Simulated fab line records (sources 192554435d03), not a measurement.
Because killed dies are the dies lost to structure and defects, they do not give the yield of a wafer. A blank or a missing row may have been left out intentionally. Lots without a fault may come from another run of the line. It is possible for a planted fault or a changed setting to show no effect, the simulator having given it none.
Matching of chambers -- flow n5Finfet -- N5_BEOL_M1_ILD_DEP_00 on pecvd-02: 3 sister chambers
The step deposits SiOC from DEMS/O2, target thk 79 nm, time 15.3 s. 3 wafers are shown with their chamber, then 8 later ones without.

WAFERS PAIRED WITH THEIR CHAMBERS
wafer,chamber,showerheadPlenumPTorr (Torr)
L090.3,1,5.658
L090.4,2,5.657
L091.3,0,5.689

WAFERS MISSING THEIR CHAMBER
wafer,showerheadPlenumPTorr (Torr)
L091.4,5.664
L091.5,5.712
L092.2,5.722
L092.3,5.676
L092.4,5.665
L097.4,5.665
L097.5,5.704
L097.6,5.653

EACH ONE'S CHAMBER
wafer,from the rows above,in truth
L091.4,can't be placed: 1 or 2 or 0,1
L091.5,can't be placed: 0 or 1 or 2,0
L092.2,can't be placed: 0 or 1 or 2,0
L092.3,can't be placed: 0 or 1 or 2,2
L092.4,can't be placed: 1 or 2 or 0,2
L097.4,can't be placed: 1 or 2 or 0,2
L097.5,can't be placed: 0 or 1 or 2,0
L097.6,can't be placed: 2 or 1 or 0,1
Correctly placed: 0 of 8. Cannot be placed on the basis of these rows: 8; the candidates contain the true chamber in 8. Wrongly placed: 0.
How it was worked out, from the rows above alone: a wafer's distance from a chamber is the root of the sum, over the readings, of the square of ((its reading less the chamber's mean) divided by the reading's scatter). If the next closest chamber is less than 2 further off than the closest, the wafer can't be placed; otherwise it belongs to the closest. A chamber's mean is the mean of its shown wafers. The scatter (one wafer shown for each chamber): square how far every hidden wafer sits from the nearest shown wafer, average those squares and take the square root.
